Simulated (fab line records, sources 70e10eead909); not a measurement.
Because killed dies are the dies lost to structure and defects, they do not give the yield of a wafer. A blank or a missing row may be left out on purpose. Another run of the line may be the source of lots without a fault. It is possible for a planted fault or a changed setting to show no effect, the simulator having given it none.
Which tool was responsible?    flow nand-harc    14 lots with 42 wafers sampled at 4 steps, on a route of 1302 steps

## WHAT THE GAUGES READ, wafer by wafer
The record lacks any reading of a measuring or inspecting step that a usual standard deviation could be used to judge.

## WHICH TOOL RAN EACH LOT (tool, then ch and the chambers of the sampled wafers, then the start)
lot   NHARC_A_SLIT_DESCUM_14              NHARC_A_WL_FILL_ALD_02               NHARC_A_WL_FILL_CVD_03         NHARC_A_WL_FILL_ETCHBACK_04
L360  rie-diel-11 ch 1,2,3, day 20 05:02  ald-metal-03 ch 0,2, day 20 20:37    cvd-w-01 ch 0,1, day 20 21:04  rie-metal-01 ch 0,1, day 20 21:28
L359  rie-diel-06 ch 1,2,3, day 20 05:21  ald-metal-01 ch 0,3, day 20 20:49    cvd-w-02 ch 0,1, day 20 21:19  rie-metal-02 ch 0,1, day 20 21:41
L358  rie-diel-11 ch 1,2,3, day 20 08:40  ald-metal-03 ch 0,1,3, day 21 01:46  cvd-w-02 ch 0,1, day 21 02:11  rie-metal-01 ch 0,1, day 21 02:32
L361  rie-diel-06 ch 0,1,2, day 20 13:50  ald-metal-04 ch 1,2,3, day 21 05:22  cvd-w-01 ch 0,1, day 21 05:52  rie-metal-03 ch 0, day 21 06:15
L363  rie-diel-11 ch 1,2,3, day 21 06:46  ald-metal-03 ch 1,2,3, day 21 20:20  cvd-w-01 ch 0,1, day 21 20:46  rie-metal-03 ch 0, day 21 21:08
L364  rie-diel-07 ch 0,3, day 21 21:11    ald-metal-04 ch 2,3, day 22 11:07    cvd-w-02 ch 0,1, day 22 11:31  rie-metal-02 ch 0,1, day 22 11:55
L365  rie-diel-11 ch 0,2,3, day 22 18:17  ald-metal-04 ch 1,2,3, day 23 07:50  cvd-w-01 ch 0,1, day 23 08:15  rie-metal-02 ch 0,1, day 23 08:37
L366  rie-diel-07 ch 2,3, day 22 19:08    ald-metal-03 ch 0,3, day 23 07:58    cvd-w-02 ch 1, day 23 08:22    rie-metal-01 ch 1, day 23 08:44
L367  rie-diel-11 ch 0,2, day 23 10:31    ald-metal-03 ch 0,1,3, day 24 00:02  cvd-w-02 ch 0, day 24 00:31    rie-metal-03 ch 0,1, day 24 01:07
L369  rie-diel-07 ch 0,1,2, day 24 18:55  ald-metal-01 ch 1,2,3, day 25 08:37  cvd-w-01 ch 0,1, day 25 09:06  rie-metal-02 ch 0,1, day 25 09:25
L368  rie-diel-07 ch 0,2, day 24 20:48    ald-metal-03 ch 0,3, day 25 12:41    cvd-w-02 ch 0,1, day 25 13:05  rie-metal-03 ch 0, day 25 13:27
L375  rie-diel-06 ch 0,1,3, day 26 22:02  ald-metal-01 ch 0,2, day 27 11:58    cvd-w-01 ch 0,1, day 27 12:35  rie-metal-01 ch 0,1, day 27 12:58
L380  rie-diel-11 ch 1,2, day 28 03:06    ald-metal-04 ch 2,3, day 28 17:00    cvd-w-01 ch 0,1, day 28 17:34  rie-metal-01 ch 0,1, day 28 17:55
L381  rie-diel-07 ch 0,3, day 29 14:02    ald-metal-04 ch 1,3, day 30 03:26    cvd-w-02 ch 0,1, day 30 03:58  rie-metal-01 ch 0,1, day 30 04:18
- NHARC_A_SLIT_DESCUM_14: chemistry O2, time 3 s.
- NHARC_A_WL_FILL_ALD_02: deposits TiN, target thk 2 nm, pulse time 3 s, ald cycles 100.
- NHARC_A_WL_FILL_CVD_03: deposits W, target thk 40 nm, time 279 s.
- NHARC_A_WL_FILL_ETCHBACK_04: etches the open film in NF3, target depth 60 nm, time 120 s.

## AS READ BY THE TOOLS THEMSELVES (means over the sampled wafers that have a number; for cases with no such wafer, the mark the record gives instead)
NHARC_A_SLIT_DESCUM_14. Usual: drypump-motor-current-A 5.6 A, standard deviation 0.41; oes-product-au 0.997 a.u., standard deviation 0.01; rf-vpp-V 57.8 V, standard deviation 0.95; showerhead-plenum-p-Torr 1.92 Torr, standard deviation 0.089; throttle-valve-pct 11.310 %, standard deviation 0.009.
lot   tool         drypump-motor-current-A (A)  oes-product-au (a.u.)  rf-vpp-V (V)  showerhead-plenum-p-Torr (Torr)  throttle-valve-pct (%)  flag
L360  rie-diel-11  5.7                          0.995                  57.8          1.93                             11.305                  
L359  rie-diel-06  5.5                          0.998                  57.7          1.95                             11.315                  
L358  rie-diel-11  5.7                          0.995                  58.4          1.93                             11.307                  
L361  rie-diel-06  5.5                          0.984                  58.5          1.97                             11.320                  
L363  rie-diel-11  5.7                          1.000                  57.8          1.93                             11.311                  
L364  rie-diel-07  5.7                          1.003                  57.5          1.83                             11.316                  
L365  rie-diel-11  5.8                          0.994                  58.1          1.91                             11.308                  
L366  rie-diel-07  5.6                          0.989                  58.0          1.82                             11.310                  
L367  rie-diel-11  5.9                          1.001                  57.1          1.94                             11.306                  
L369  rie-diel-07  5.4                          0.990                  57.4          1.85                             11.308                  
L368  rie-diel-07  5.4                          0.998                  57.5          1.81                             11.298                  
L375  rie-diel-06  5.9                          1.008                  58.1          1.95                             11.315                  
L380  rie-diel-11  6.0                          0.993                  57.6          1.91                             11.304                  
L381  rie-diel-07  5.7                          1.002                  57.4          1.83                             11.308                  

NHARC_A_WL_FILL_ALD_02. Usual: heater-power-w 1073 W, standard deviation 100; precursor-pulse-height-rel 0.997, standard deviation 0.02.
lot   tool          heater-power-w (W)  precursor-pulse-height-rel  flag
L360  ald-metal-03  1139                0.991                       
L359  ald-metal-01  1034                0.998                       
L358  ald-metal-03  1059                1.003                       
L361  ald-metal-04  1078                1.012                       
L363  ald-metal-03  1075                0.987                       
L364  ald-metal-04  1100                1.000                       
L365  ald-metal-04  1063                0.990                       
L366  ald-metal-03  1039                0.999                       
L367  ald-metal-03  1063                0.996                       
L369  ald-metal-01  1045                0.978                       
L368  ald-metal-03  1009                1.005                       
L375  ald-metal-01  904                 1.006                       
L380  ald-metal-04  1123                1.003                       
L381  ald-metal-04  1048                1.012                       

NHARC_A_WL_FILL_CVD_03. Usual: heater-power-w 445 W, standard deviation 24; throttle-valve-pct 7.77 %, standard deviation 0.23.
lot   tool      heater-power-w (W)  throttle-valve-pct (%)  flag
L360  cvd-w-01  463                 7.37                    
L359  cvd-w-02  420                 8.11                    
L358  cvd-w-02  423                 7.78                    
L361  cvd-w-01  465                 7.52                    
L363  cvd-w-01  475                 7.79                    
L364  cvd-w-02  418                 8.01                    
L365  cvd-w-01  468                 7.68                    
L366  cvd-w-02  437                 7.80                    
L367  cvd-w-02  408                 8.01                    
L369  cvd-w-01  463                 7.68                    
L368  cvd-w-02  429                 8.02                    
L375  cvd-w-01  461                 7.67                    
L380  cvd-w-01  446                 7.80                    
L381  cvd-w-02  427                 7.78                    

NHARC_A_WL_FILL_ETCHBACK_04. Usual: drypump-motor-current-A 5.8 A, standard deviation 0.39; oes-product-au 0.997 a.u., standard deviation 0.0093; run-length-s 141.3 s, standard deviation 0.34.
lot   tool          drypump-motor-current-A (A)  oes-product-au (a.u.)  run-length-s (s)  flag
L360  rie-metal-01  6.0                          1.001                  141.1             
L359  rie-metal-02  5.6                          0.994                  141.6             
L358  rie-metal-01  6.0                          1.004                  141.2             
L361  rie-metal-03  5.4                          0.999                  141.1             
L363  rie-metal-03  5.4                          0.996                  141.2             
L364  rie-metal-02  5.6                          0.995                  141.6             
L365  rie-metal-02  5.8                          0.995                  141.5             
L366  rie-metal-01  5.7                          0.995                  141.1             
L367  rie-metal-03  5.6                          1.000                  141.4             
L369  rie-metal-02  5.6                          0.998                  141.8             
L368  rie-metal-03  5.4                          0.990                  141.0             
L375  rie-metal-01  6.2                          0.998                  141.1             
L380  rie-metal-01  6.3                          0.991                  113.3             OFF
L381  rie-metal-01  6.2                          1.000                  113.3             OFF

## THE ANSWER, worked out from the rows above alone
Rule: a lot counts as off when the mean over its wafers that have a number is more than 3 standard deviations away from the usual mean. Also off: a lot with no number at a reading for which 4 or more lots have one. All remaining lots with rows at the step are treated as sound. Order of review: gauges by route order, followed by the tools' own readings, for which a lot's mean as printed above is used. At the first step where some lot is off, the reading lying furthest off is the one used; lots without a number count as furthest.
Off, at NHARC_A_WL_FILL_ETCHBACK_04 on run-length-s: L380, L381.
If a tool, at that step or one of the process steps before it, ran each lot that is off and ran no sound lot following the first of them, it fits. Undecided on this evidence; 2 tools fit (ald-metal-04 at NHARC_A_WL_FILL_ALD_02, rie-metal-01 at NHARC_A_WL_FILL_ETCHBACK_04).

## WHAT THE SIMULATOR HAD INSERTED
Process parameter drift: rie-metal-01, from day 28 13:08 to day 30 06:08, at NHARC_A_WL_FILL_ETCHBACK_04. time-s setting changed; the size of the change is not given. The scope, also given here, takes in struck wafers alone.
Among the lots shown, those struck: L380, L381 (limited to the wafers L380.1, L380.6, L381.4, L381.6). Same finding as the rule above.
